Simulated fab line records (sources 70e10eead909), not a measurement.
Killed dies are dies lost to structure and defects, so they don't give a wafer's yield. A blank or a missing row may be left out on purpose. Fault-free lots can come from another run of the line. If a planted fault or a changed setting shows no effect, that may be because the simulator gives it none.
Which tool was responsible? | flow nand harc | 24 lots, 72 wafers sampled, at 6 steps of a route of 1302

WHAT THE GAUGES READ, wafer by wafer
No reading from a measuring or inspecting step in the record can be judged against a usual standard deviation.

EACH LOT AND THE TOOL THAT RAN IT (in order: tool; ch and the chambers of the sampled wafers; start)
lot  | NHARC_A_STAIRCASE_ETCH_15                     | NHARC_A_STAIRCASE_ETCH_23                     | NHARC_A_STAIRCASE_DESCUM_270       | NHARC_A_STAIRCASE_HM_OPEN_460                 | NHARC_A_STAIRCASE_STRIP_476        | NHARC_A_STAIRCASE_DEP_322
L075 | rie diel-04 ch 0,3, day 16 08:44 or earlier   | rie diel-04 ch 0,1,3, day 16 08:44 or earlier | rie diel-04 ch 0,1, day 16 08:44   | rie diel-13 ch 0,1, day 17 09:02 or earlier   | rie diel-13 ch 0,1,2, day 17 09:02 | pecvd-01 ch 0,2, day 18 04:53
L074 | rie diel-02 ch 1,3, day 16 14:29 or earlier   | rie diel-02 ch 0,2,3, day 16 14:29 or earlier | rie diel-02 ch 1,3, day 16 14:29   | rie diel-02 ch 1,2, day 17 16:26 or earlier   | rie diel-04 ch 0,1,2, day 17 16:26 | pecvd-03 ch 0,1,2, day 18 11:30
L076 | rie diel-13 ch 0,1,2, day 17 05:28 or earlier | rie diel-13 ch 0,1,2, day 17 05:28 or earlier | rie diel-02 ch 0,2,3, day 17 05:28 | rie diel-13 ch 0,1, day 17 12:27              | rie diel-13 ch 0,1,3, day 17 21:53 | pecvd-01 ch 0,1,2, day 18 16:58
L077 | rie diel-13 ch 0,1,3, day 17 22:47 or earlier | rie diel-04 ch 2,3, day 17 22:47 or earlier   | rie diel-02 ch 0,1, day 17 22:47   | rie diel-02 ch 0,1,3, day 18 17:38 or earlier | rie diel-13 ch 0,1,3, day 18 17:38 | pecvd-01 ch 1,2, day 19 14:58
L078 | rie diel-04 ch 0,1,3, day 18 05:47 or earlier | rie diel-04 ch 1,3, day 18 05:47 or earlier   | rie diel-04 ch 1,3, day 18 05:47   | rie diel-04 ch 1,2, day 18 21:05 or earlier   | rie diel-02 ch 0,2,3, day 18 21:05 | pecvd-04 ch 1,2, day 19 14:57
L079 | rie diel-13 ch 0,2, day 18 19:38 or earlier   | rie diel-04 ch 0,1,3, day 18 19:38 or earlier | rie diel-13 ch 0,1,3, day 18 19:38 | rie diel-02 ch 1,2,3, day 19 14:29 or earlier | rie diel-13 ch 0,1,2, day 19 14:29 | pecvd-04 ch 0,2, day 20 10:13
L080 | rie diel-13 ch 2,3, day 18 21:34 or earlier   | rie diel-13 ch 0,3, day 18 21:34 or earlier   | rie diel-04 ch 0,1,3, day 18 21:34 | rie diel-04 ch 1,2,3, day 19 17:01 or earlier | rie diel-13 ch 0,1,2, day 19 17:01 | pecvd-03 ch 0,1,2, day 20 10:30
L082 | rie diel-13 ch 1,3, day 19 18:10 or earlier   | rie diel-13 ch 0,3, day 19 18:10 or earlier   | rie diel-13 ch 2,3, day 19 18:10   | rie diel-13 ch 0,1,3, day 20 12:29 or earlier | rie diel-13 ch 0,1,3, day 20 12:29 | pecvd-01 ch 0,2, day 21 10:47
L081 | rie diel-13 ch 0,2, day 20 04:13 or earlier   | rie diel-02 ch 1,3, day 20 04:13 or earlier   | rie diel-13 ch 0,1,3, day 20 04:13 | rie diel-02 ch 1,2, day 20 21:58 or earlier   | rie diel-04 ch 1,2,3, day 20 21:58 | pecvd-04 ch 0,1,2, day 21 16:19
L083 | rie diel-13 ch 0,1,2, day 20 08:44 or earlier | rie diel-02 ch 0,1,2, day 20 08:44 or earlier | rie diel-02 ch 0,2,3, day 20 08:44 | rie diel-13 ch 2,3, day 20 23:44 or earlier   | rie diel-04 ch 0,3, day 20 23:44   | pecvd-03 ch 1,2, day 21 16:07
L084 | rie diel-13 ch 0,1, day 20 23:28 or earlier   | rie diel-02 ch 1,2,3, day 20 23:28 or earlier | rie diel-02 ch 0,3, day 20 23:28   | rie diel-02 ch 2,3, day 21 17:46 or earlier   | rie diel-02 ch 0,1, day 21 17:46   | pecvd-03 ch 0,1,2, day 22 14:25
L085 | rie diel-04 ch 0,3, day 21 05:33 or earlier   | rie diel-13 ch 0,1, day 21 05:33 or earlier   | rie diel-04 ch 0,2,3, day 21 05:33 | rie diel-04 ch 1,3, day 22 00:58 or earlier   | rie diel-02 ch 2,3, day 22 00:58   | pecvd-01 ch 0,1,2, day 22 20:49
L086 | rie diel-13 ch 0,1,2, day 21 11:08 or earlier | rie diel-13 ch 2,3, day 21 11:08 or earlier   | rie diel-13 ch 1,2,3, day 21 11:08 | rie diel-04 ch 1,2, day 22 06:54 or earlier   | rie diel-02 ch 0,1, day 22 06:54   | pecvd-03 ch 0,1, day 23 02:02
L087 | rie diel-04 ch 0,3, day 21 13:38 or earlier   | rie diel-04 ch 0,3, day 21 13:38 or earlier   | rie diel-02 ch 0,3, day 21 13:38   | rie diel-02 ch 0,1, day 22 09:32 or earlier   | rie diel-04 ch 0,2,3, day 22 09:32 | pecvd-04 ch 0,1,2, day 23 07:51
L089 | rie diel-13 ch 1,2, day 22 09:13 or earlier   | rie diel-13 ch 0,2,3, day 22 09:13 or earlier | rie diel-13 ch 0,1,3, day 22 09:13 | rie diel-04 ch 2,3, day 22 15:51              | rie diel-04 ch 0,3, day 23 00:44   | pecvd-01 ch 0,1,2, day 23 22:41
L088 | rie diel-02 ch 1,2,3, day 22 12:25 or earlier | rie diel-04 ch 0,1,2, day 22 12:25 or earlier | rie diel-13 ch 1,2,3, day 22 12:25 | rie diel-02 ch 1,2,3, day 23 05:25 or earlier | rie diel-13 ch 0,1,2, day 23 05:25 | pecvd-04 ch 0,1,2, day 23 22:41
L091 | rie diel-13 ch 0,1,2, day 23 06:56 or earlier | rie diel-02 ch 0,2,3, day 23 06:56 or earlier | rie diel-13 ch 1,2, day 23 06:56   | rie diel-04 ch 1,2, day 23 23:28 or earlier   | rie diel-02 ch 0,2,3, day 23 23:28 | pecvd-01 ch 1,2, day 24 19:17
L090 | rie diel-02 ch 1,2,3, day 23 17:49 or earlier | rie diel-04 ch 1,3, day 23 17:49 or earlier   | rie diel-04 ch 0,3, day 23 17:49   | rie diel-02 ch 1,2, day 24 09:54 or earlier   | rie diel-04 ch 0,1,2, day 24 09:54 | pecvd-04 ch 0,1,2, day 25 06:25
L092 | rie diel-02 ch 0,1,2, day 23 15:50 or earlier | rie diel-04 ch 0,1,3, day 23 15:50 or earlier | rie diel-13 ch 1,2,3, day 23 15:50 | rie diel-13 ch 0,1,2, day 24 07:35 or earlier | rie diel-02 ch 0,1,2, day 24 07:35 | pecvd-03 ch 0,1,2, day 25 06:25
L093 | rie diel-13 ch 0,3, day 24 01:30 or earlier   | rie diel-13 ch 0,1,2, day 24 01:30 or earlier | rie diel-04 ch 0,1,3, day 24 01:30 | rie diel-13 ch 0,1,2, day 24 17:46 or earlier | rie diel-02 ch 0,1,3, day 24 17:46 | pecvd-01 ch 0,1,2, day 25 17:52
L094 | rie diel-13 ch 0,1,2, day 24 23:06 or earlier | rie diel-13 ch 0,2, day 24 23:06 or earlier   | rie diel-13 ch 0,3, day 24 23:06   | rie diel-13 ch 0,2,3, day 25 14:40 or earlier | rie diel-02 ch 1,3, day 25 14:40   | pecvd-03 ch 0,2, day 26 09:43
L096 | rie diel-04 ch 1,2,3, day 25 14:19 or earlier | rie diel-04 ch 1,3, day 25 14:19 or earlier   | rie diel-04 ch 1,2, day 25 14:19   | rie diel-04 ch 1,2,3, day 26 07:17 or earlier | rie diel-02 ch 0,2, day 26 07:17   | pecvd-04 ch 0,1, day 27 02:34
L095 | rie diel-13 ch 0,1,3, day 25 14:57 or earlier | rie diel-13 ch 0,2,3, day 25 14:57 or earlier | rie diel-02 ch 1,2,3, day 25 14:57 | rie diel-02 ch 0,2,3, day 26 07:20 or earlier | rie diel-02 ch 0,3, day 26 07:20   | pecvd-01 ch 1,2, day 27 02:34
L097 | rie diel-13 ch 1,2,3, day 25 19:18 or earlier | rie diel-13 ch 1,2,3, day 25 19:18 or earlier | rie diel-13 ch 1,2,3, day 25 19:18 | rie diel-04 ch 2,3, day 26 18:25 or earlier   | rie diel-13 ch 1,3, day 26 18:25   | pecvd-01 ch 1,2, day 27 18:19
- NHARC_A_STAIRCASE_ETCH_15: etches the open film in C4F8/O2, target depth 100 nm, time 40.5 s.
- NHARC_A_STAIRCASE_ETCH_23: etches the open film in C4F8/O2, target depth 100 nm, time 40.5 s.
- NHARC_A_STAIRCASE_DESCUM_270: chemistry O2, time 3 s.
- NHARC_A_STAIRCASE_HM_OPEN_460: chemistry O2/COS.
- NHARC_A_STAIRCASE_STRIP_476: strips in O2, time 20 s.
- NHARC_A_STAIRCASE_DEP_322: deposits SiO2, target thk 7200 nm.

AS READ BY THE TOOLS THEMSELVES (means over the sampled wafers that have a number; for cases with no such wafer, the mark the record gives instead)
NHARC_A_STAIRCASE_ETCH_15. Usual: oes product au 0.945 a.u., standard deviation 0.012; rf vpp V 897 V, standard deviation 5.1.
lot  | tool        | oes product au (a.u.) | rf vpp V (V) | flag
L075 | rie diel-04 | 0.953                 | 899          |
L074 | rie diel-02 | 0.959                 | 894          |
L076 | rie diel-13 | 0.947                 | 897          |
L077 | rie diel-13 | 0.934                 | 898          |
L078 | rie diel-04 | 0.954                 | 900          |
L079 | rie diel-13 | 0.938                 | 892          |
L080 | rie diel-13 | 0.931                 | 892          |
L082 | rie diel-13 | 0.934                 | 898          |
L081 | rie diel-13 | 0.953                 | 893          |
L083 | rie diel-13 | 0.951                 | 896          |
L084 | rie diel-13 | 0.935                 | 901          |
L085 | rie diel-04 | 0.941                 | 900          |
L086 | rie diel-13 | 0.933                 | 896          |
L087 | rie diel-04 | 0.954                 | 899          |
L089 | rie diel-13 | 0.956                 | 899          |
L088 | rie diel-02 | 0.950                 | 895          |
L091 | rie diel-13 | 0.953                 | 896          |
L090 | rie diel-02 | 0.949                 | 895          |
L092 | rie diel-02 | 0.946                 | 899          |
L093 | rie diel-13 | 0.944                 | 896          |
L094 | rie diel-13 | 0.955                 | 896          |
L096 | rie diel-04 | 0.947                 | 898          |
L095 | rie diel-13 | 0.938                 | 897          |
L097 | rie diel-13 | 0.934                 | 895          |

NHARC_A_STAIRCASE_ETCH_23. Usual: oes product au 0.948 a.u., standard deviation 0.014; rf vpp V 898 V, standard deviation 4.8.
lot  | tool        | oes product au (a.u.) | rf vpp V (V) | flag
L075 | rie diel-04 | 0.948                 | 901          |
L074 | rie diel-02 | 0.959                 | 902          |
L076 | rie diel-13 | 0.947                 | 897          |
L077 | rie diel-04 | 0.968                 | 900          |
L078 | rie diel-04 | 0.946                 | 899          |
L079 | rie diel-04 | 0.938                 | 900          |
L080 | rie diel-13 | 0.948                 | 895          |
L082 | rie diel-13 | 0.920                 | 896          |
L081 | rie diel-02 | 0.954                 | 890          |
L083 | rie diel-02 | 0.947                 | 899          |
L084 | rie diel-02 | 0.947                 | 896          |
L085 | rie diel-13 | 0.957                 | 898          |
L086 | rie diel-13 | 0.955                 | 892          |
L087 | rie diel-04 | 0.963                 | 900          |
L089 | rie diel-13 | 0.955                 | 894          |
L088 | rie diel-04 | 0.961                 | 899          |
L091 | rie diel-02 | 0.946                 | 900          |
L090 | rie diel-04 | 0.939                 | 900          |
L092 | rie diel-04 | 0.962                 | 899          |
L093 | rie diel-13 | 0.955                 | 896          |
L094 | rie diel-13 | 0.944                 | 892          |
L096 | rie diel-04 | 0.945                 | 899          |
L095 | rie diel-13 | 0.934                 | 892          |
L097 | rie diel-13 | 0.941                 | 895          |

NHARC_A_STAIRCASE_DESCUM_270. Usual: drypump motor current A 5.9 A, standard deviation 0.59; oes product au 1.004 a.u., standard deviation 0.013; rf vpp V 57.9 V, standard deviation 0.88; showerhead plenum p Torr 1.93 Torr, standard deviation 0.081; throttle valve pct 11.311 %, standard deviation 0.0088.
lot  | tool        | drypump motor current A (A) | oes product au (a.u.) | rf vpp V (V) | showerhead plenum p Torr (Torr) | throttle valve pct (%) | flag
L075 | rie diel-04 | 5.8                         | 1.010                 | 58.0         | 1.98                            | 11.316                 |
L074 | rie diel-02 | 6.6                         | 1.000                 | 58.4         | 1.84                            | 11.318                 |
L076 | rie diel-02 | 6.4                         | 1.011                 | 57.7         | 2.00                            | 11.313                 |
L077 | rie diel-02 | 6.6                         | 0.999                 | 58.3         | 1.97                            | 11.314                 |
L078 | rie diel-04 | 5.7                         | 1.010                 | 57.6         | 1.98                            | 11.307                 |
L079 | rie diel-13 | 5.9                         | 0.987                 | 58.2         | 1.95                            | 11.312                 |
L080 | rie diel-04 | 5.8                         | 0.999                 | 58.0         | 1.98                            | 11.303                 |
L082 | rie diel-13 | 5.7                         | 0.998                 | 58.4         | 1.87                            | 11.310                 |
L081 | rie diel-13 | 5.9                         | 0.995                 | 58.3         | 1.95                            | 11.324                 |
L083 | rie diel-02 | 6.5                         | 1.011                 | 58.3         | 1.99                            | 11.318                 |
L084 | rie diel-02 | 6.7                         | 1.010                 | 57.5         | 1.95                            | 11.310                 |
L085 | rie diel-04 | 5.5                         | 1.011                 | 57.2         | 1.95                            | 11.307                 |
L086 | rie diel-13 | 5.8                         | 1.003                 | 58.0         | 1.91                            | 11.301                 |
L087 | rie diel-02 | 6.7                         | 1.021                 | 57.4         | 1.95                            | 11.300                 |
L089 | rie diel-13 | 5.9                         | 0.988                 | 57.4         | 1.94                            | 11.312                 |
L088 | rie diel-13 | 5.8                         | 1.003                 | 57.8         | 1.91                            | 11.306                 |
L091 | rie diel-13 | 6.0                         | 1.004                 | 57.6         | 1.96                            | 11.301                 |
L090 | rie diel-04 | 5.8                         | 1.020                 | 57.9         | 1.96                            | 11.310                 |
L092 | rie diel-13 | 5.8                         | 0.994                 | 57.4         | 1.91                            | 11.311                 |
L093 | rie diel-04 | 5.8                         | 1.012                 | 58.1         | 1.96                            | 11.314                 |
L094 | rie diel-13 | 5.5                         | 0.991                 | 56.8         | 1.89                            | 11.321                 |
L096 | rie diel-04 | 5.3                         | 1.022                 | 57.8         | 1.93                            | 11.307                 |
L095 | rie diel-02 | 6.4                         | 0.995                 | 58.2         | 1.89                            | 11.314                 |
L097 | rie diel-13 | 5.8                         | 0.998                 | 57.4         | 1.90                            | 11.316                 |

NHARC_A_STAIRCASE_HM_OPEN_460. Usual: drypump motor current A 5.9 A, standard deviation 0.63; oes product au 1.003 a.u., standard deviation 0.011; rf vpp V 467.9 V, standard deviation 2.8; showerhead plenum p Torr 3.15 Torr, standard deviation 0.13; throttle valve pct 28.329 %, standard deviation 0.0088.
lot  | tool        | drypump motor current A (A) | oes product au (a.u.) | rf vpp V (V) | showerhead plenum p Torr (Torr) | throttle valve pct (%) | flag
L075 | rie diel-13 | 5.7                         | 1.003                 | 468.6        | 3.19                            | 28.326                 |
L074 | rie diel-02 | 6.4                         | 0.991                 | 467.1        | 3.06                            | 28.325                 |
L076 | rie diel-13 | 5.7                         | 1.000                 | 468.5        | 3.19                            | 28.330                 |
L077 | rie diel-02 | 6.7                         | 0.997                 | 467.6        | 3.13                            | 28.325                 |
L078 | rie diel-04 | 5.5                         | 1.010                 | 468.5        | 3.19                            | 28.327                 |
L079 | rie diel-02 | 6.4                         | 0.998                 | 467.4        | 3.11                            | 28.331                 |
L080 | rie diel-04 | 5.5                         | 1.011                 | 468.2        | 3.20                            | 28.332                 |
L082 | rie diel-13 | 5.9                         | 0.995                 | 468.3        | 3.18                            | 28.336                 |
L081 | rie diel-02 | 6.4                         | 0.990                 | 466.0        | 3.06                            | 28.335                 |
L083 | rie diel-13 | 5.3                         | 1.005                 | 465.2        | 3.01                            | 28.326                 |
L084 | rie diel-02 | 6.2                         | 1.006                 | 470.3        | 3.22                            | 28.327                 |
L085 | rie diel-04 | 5.8                         | 1.008                 | 469.0        | 3.22                            | 28.326                 |
L086 | rie diel-04 | 5.6                         | 1.002                 | 468.7        | 3.18                            | 28.327                 |
L087 | rie diel-02 | 6.6                         | 0.997                 | 468.1        | 3.20                            | 28.332                 |
L089 | rie diel-04 | 5.2                         | 1.012                 | 468.6        | 3.16                            | 28.327                 |
L088 | rie diel-02 | 6.4                         | 1.014                 | 466.7        | 3.10                            | 28.329                 |
L091 | rie diel-04 | 5.6                         | 1.006                 | 468.2        | 3.18                            | 28.328                 |
L090 | rie diel-02 | 6.4                         | 0.996                 | 466.8        | 3.04                            | 28.323                 |
L092 | rie diel-13 | 5.6                         | 1.000                 | 466.1        | 3.12                            | 28.330                 |
L093 | rie diel-13 | 5.6                         | 0.998                 | 467.0        | 3.12                            | 28.336                 |
L094 | rie diel-13 | 5.4                         | 1.000                 | 466.4        | 3.04                            | 28.330                 |
L096 | rie diel-04 | 5.5                         | 1.013                 | 468.1        | 3.17                            | 28.323                 |
L095 | rie diel-02 | 6.5                         | 1.000                 | 469.2        | 3.22                            | 28.328                 |
L097 | rie diel-04 | 5.2                         | 1.003                 | 467.9        | 3.15                            | 28.336                 |

NHARC_A_STAIRCASE_STRIP_476. Usual: drypump motor current A 6.0 A, standard deviation 0.6; oes product au 1.002 a.u., standard deviation 0.013; rf vpp V 57.9 V, standard deviation 0.8; showerhead plenum p Torr 3.57 Torr, standard deviation 0.14; throttle valve pct 17.038 %, standard deviation 0.01.
lot  | tool        | drypump motor current A (A) | oes product au (a.u.) | rf vpp V (V) | showerhead plenum p Torr (Torr) | throttle valve pct (%) | flag
L075 | rie diel-13 | 5.6                         | 1.002                 | 58.1         | 3.55                            | 17.026                 |
L074 | rie diel-04 | 5.6                         | 1.001                 | 58.0         | 3.61                            | 17.047                 |
L076 | rie diel-13 | 5.9                         | 0.991                 | 58.4         | 3.60                            | 17.033                 |
L077 | rie diel-13 | 6.0                         | 0.982                 | 57.8         | 3.59                            | 17.036                 |
L078 | rie diel-02 | 6.5                         | 0.999                 | 57.7         | 3.67                            | 17.041                 |
L079 | rie diel-13 | 5.6                         | 1.002                 | 57.9         | 3.54                            | 17.033                 |
L080 | rie diel-13 | 5.6                         | 0.997                 | 57.0         | 3.54                            | 17.037                 |
L082 | rie diel-13 | 6.0                         | 0.998                 | 58.0         | 3.59                            | 17.032                 |
L081 | rie diel-04 | 5.5                         | 0.998                 | 58.6         | 3.61                            | 17.035                 |
L083 | rie diel-04 | 5.7                         | 1.006                 | 58.2         | 3.63                            | 17.042                 |
L084 | rie diel-02 | 6.6                         | 0.994                 | 58.2         | 3.61                            | 17.039                 |
L085 | rie diel-02 | 6.5                         | 1.017                 | 58.4         | 3.57                            | 17.039                 |
L086 | rie diel-02 | 6.6                         | 0.991                 | 57.6         | 3.46                            | 17.036                 |
L087 | rie diel-04 | 5.5                         | 1.012                 | 57.6         | 3.59                            | 17.043                 |
L089 | rie diel-04 | 5.7                         | 1.018                 | 58.5         | 3.62                            | 17.043                 |
L088 | rie diel-13 | 5.6                         | 1.006                 | 57.4         | 3.53                            | 17.034                 |
L091 | rie diel-02 | 6.5                         | 1.011                 | 57.9         | 3.64                            | 17.044                 |
L090 | rie diel-04 | 5.6                         | 1.028                 | 57.4         | 3.58                            | 17.046                 |
L092 | rie diel-02 | 6.5                         | 0.996                 | 58.3         | 3.58                            | 17.029                 |
L093 | rie diel-02 | 6.6                         | 1.007                 | 57.5         | 3.51                            | 17.039                 |
L094 | rie diel-02 | 6.7                         | 0.994                 | 57.1         | 3.43                            | 17.032                 |
L096 | rie diel-02 | 6.5                         | 1.000                 | 58.0         | 3.72                            | 17.034                 |
L095 | rie diel-02 | 6.7                         | 0.993                 | 57.9         | 3.57                            | 17.042                 |
L097 | rie diel-13 | 6.3                         | 1.002                 | 58.8         | 3.64                            | 17.029                 |

NHARC_A_STAIRCASE_DEP_322. Usual: heater power outer w 385 W, standard deviation 74; heater power w 665 W, standard deviation 99.
lot  | tool     | heater power outer w (W) | heater power w (W) | flag
L075 | pecvd-01 | 397                      | 713                |
L074 | pecvd-03 | 426                      | 716                |
L076 | pecvd-01 | 336                      | 600                |
L077 | pecvd-01 | 380                      | 680                |
L078 | pecvd-04 | 391                      | 652                |
L079 | pecvd-04 | 409                      | 657                |
L080 | pecvd-03 | 378                      | 641                |
L082 | pecvd-01 | 409                      | 701                |
L081 | pecvd-04 | 359                      | 612                |
L083 | pecvd-03 | 381                      | 656                |
L084 | pecvd-03 | 375                      | 643                |
L085 | pecvd-01 | 430                      | 735                |
L086 | pecvd-03 | 454                      | 738                |
L087 | pecvd-04 | 352                      | 593                |
L089 | pecvd-01 | 381                      | 684                |
L088 | pecvd-04 | 380                      | 650                |
L091 | pecvd-01 | 395                      | 706                |
L090 | pecvd-04 | 368                      | 616                |
L092 | pecvd-03 | 435                      | 720                |
L093 | pecvd-01 | 368                      | 662                |
L094 | pecvd-03 | 378                      | 650                |
L096 | pecvd-04 | 328                      | 582                |
L095 | pecvd-01 | 338                      | 639                |
L097 | pecvd-01 | 447                      | 796                |

THE ANSWER, worked out from the rows above alone
Rule: take the mean of a lot's wafers that have a number; if it is more than 3 standard deviations from the usual mean, the lot is off. Also off: a lot with no number at a reading for which 4 or more lots have one. All remaining lots with rows at the step are treated as sound. First the gauges in route order, then the tools' own readings, where a lot's mean is used as printed above. At the first step where some lot is off, the reading lying furthest off is the one used; lots without a number count as furthest.
None of the lots is off at any reading shown; this tells nothing.

WHAT WAS PUT IN BY THE SIMULATOR
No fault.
